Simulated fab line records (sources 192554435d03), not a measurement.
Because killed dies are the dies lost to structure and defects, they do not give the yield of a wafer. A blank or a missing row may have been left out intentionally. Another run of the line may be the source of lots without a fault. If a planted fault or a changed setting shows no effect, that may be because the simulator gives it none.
Which tool was responsible? -- flow n5_finfet -- 11 lots, 33 wafers sampled, at 4 steps of a route of 1938

== WHAT THE GAUGES READ, wafer by wafer ==
N5_BEOL_M12_INSPECT_12: inspects for defects (macro). Usual: raw_defect_count 2.1, standard deviation 1.5.
lot,measured,on,raw_defect_count,flag
L929,day 10 12:32,defect_inspect-02,4 2 0,
L930,day 10 18:54,defect_inspect-01,3 2 2,
L935,day 12 03:30,defect_inspect-01,5 4 0,
L939,day 13 14:01,defect_inspect-01,3 0 4,
L940,day 13 22:24,defect_inspect-01,0 1 1,
L944,day 14 08:31,defect_inspect-01,3 1 1,
L943,day 14 12:37,defect_inspect-01,7 2 5,
L949,day 16 12:31,defect_inspect-02,1 5 1,
L950,day 16 20:50,defect_inspect-02,1 4 2,
L952,day 17 10:23,defect_inspect-02,1 2 3,
L951,day 18 05:05,defect_inspect-02,2 3 3,

N5_BEOL_M12_OVL_MEAS_29. Usual: for M12_OVL the level is 0 nm and the standard deviation is 5.4.
lot,measured,on,M12_OVL (nm),flag
L929,day 10 13:34,overlay-01,1 -7 -2,
L930,day 10 19:57,overlay-01,1 5 1,
L935,day 12 04:23,overlay-02,6 -2 5,
L939,day 13 14:58,overlay-01,6 4 5,
L940,day 13 23:17,overlay-01,2 4 1,
L944,day 14 09:39,overlay-01,-3 3 3,
L943,day 14 13:47,overlay-01,-3 0 -9,
L949,day 16 13:24,overlay-01,2 -1 0,
L950,day 16 21:50,overlay-01,3 -3 -4,
L952,day 17 11:17,overlay-01,1 10 -1,
L951,day 18 05:58,overlay-02,9 10 2,

== TOOL THAT RAN EACH LOT (tool first, then ch and the chambers of the sampled wafers, then the start) ==
lot,N5_BEOL_M12_ETCH_59,N5_BEOL_M12_COAT_22
L929,"rie_diel-03 ch 1,3, day 10 12:45","litho_track-05 ch 0, day 10 13:15"
L930,"rie_diel-01 ch 0,3, day 10 19:01","litho_track-02 ch 0, day 10 19:31"
L935,"rie_diel-06 ch 0,2,3, day 12 03:34","litho_track-02 ch 0, day 12 04:04"
L939,"rie_diel-03 ch 0,2, day 13 14:09","litho_track-05 ch 0, day 13 14:39"
L940,"rie_diel-03 ch 0,1,2, day 13 22:28","litho_track-05 ch 0, day 13 22:59"
L944,"rie_diel-03 ch 1,3, day 14 08:36","litho_track-03 ch 0, day 14 09:13"
L943,"rie_diel-01 ch 0,1, day 14 12:58","litho_track-02 ch 0, day 14 13:28"
L949,"rie_diel-01 ch 0,2,3, day 16 12:35","litho_track-02 ch 0, day 16 13:05"
L950,"rie_diel-03 ch 1,2,3, day 16 20:54","litho_track-05 ch 0, day 16 21:24"
L952,"rie_diel-01 ch 2,3, day 17 10:28","litho_track-05 ch 0, day 17 10:58"
L951,"rie_diel-01 ch 0,2,3, day 18 05:09","litho_track-02 ch 0, day 18 05:39"
- N5_BEOL_M12_ETCH_59: etches BARC in N2/H2, target depth 89 nm, overetch 26.7 nm, time 67.9 s.
- N5_BEOL_M12_COAT_22: resist thk 300 nm.

== WHAT THE TOOLS THEMSELVES READ (means of the sampled wafers that have a number; where no wafer has one, the mark that the record gives instead) ==
N5_BEOL_M12_ETCH_59. Usual: chamber_pressure_mTorr 30.00 mTorr, standard deviation 0.036; drypump_motor_current_A 5.6 A, standard deviation 0.32; oes_product_au 0.67 a.u., standard deviation 0.064; rf_vpp_V 524.4 V, standard deviation 1.9; showerhead_plenum_p_Torr 2.56 Torr, standard deviation 0.071; throttle_valve_pct 17.86 %, standard deviation 0.23.
lot,tool,chamber_pressure_mTorr (mTorr),drypump_motor_current_A (A),oes_product_au (a.u.),rf_vpp_V (V),showerhead_plenum_p_Torr (Torr),throttle_valve_pct (%),flag
L929,rie_diel-03,30.02,5.4,0.63,524.3,2.54,17.91,
L930,rie_diel-01,29.98,5.6,0.71,526.0,2.63,17.64,
L935,rie_diel-06,29.98,5.5,0.66,523.9,2.55,18.01,
L939,rie_diel-03,30.03,6.0,0.64,523.5,2.51,17.81,
L940,rie_diel-03,29.98,5.8,0.65,523.8,2.52,17.76,
L944,rie_diel-03,30.02,5.6,0.62,523.9,2.52,17.87,
L943,rie_diel-01,30.00,5.5,0.63,526.1,2.65,18.02,
L949,rie_diel-01,29.97,5.6,0.69,524.9,2.58,17.82,
L950,rie_diel-03,29.97,5.7,0.66,523.2,2.50,17.83,
L952,rie_diel-01,29.96,5.6,0.69,523.1,2.51,17.85,
L951,rie_diel-01,30.00,5.6,0.68,523.8,2.57,17.85,

N5_BEOL_M12_COAT_22. Usual: resist_line_temp_C 23.01 C, standard deviation 0.11; spin_speed_rpm 2888.0 rpm, standard deviation 1.7.
lot,tool,resist_line_temp_C (C),spin_speed_rpm (rpm),flag
L929,litho_track-05,23.11,2890.3,
L930,litho_track-02,22.96,2887.8,
L935,litho_track-02,23.04,2888.4,
L939,litho_track-05,23.01,2972.2,OFF
L940,litho_track-05,23.10,2973.0,OFF
L944,litho_track-03,23.11,2889.0,
L943,litho_track-02,23.07,2889.4,
L949,litho_track-02,22.84,2885.8,
L950,litho_track-05,22.90,2887.5,
L952,litho_track-05,23.00,2889.0,
L951,litho_track-02,22.95,2887.3,

== THE ANSWER, worked out from the rows above alone ==
Rule: take the mean of a lot's wafers that have a number; if it is more than 3 standard deviations from the usual mean, the lot is off. A lot without any number at a reading at which 4 lots or more have one is off too. The other lots that the step has rows for count as sound. Order of review: gauges by route order, followed by the tools' own readings, for which a lot's mean as printed above is used. The first step at which some lot is off is used, and at that step the reading that is off furthest; a lot without a number counts as furthest.
Off: L939, L940, at N5_BEOL_M12_COAT_22 (spin_speed_rpm).
A tool fits if, at that step or a process step before it, it ran every lot that is off, and no sound lot after the first of them. Of those tried, none fits.

== WHAT THE SIMULATOR PUT IN ==
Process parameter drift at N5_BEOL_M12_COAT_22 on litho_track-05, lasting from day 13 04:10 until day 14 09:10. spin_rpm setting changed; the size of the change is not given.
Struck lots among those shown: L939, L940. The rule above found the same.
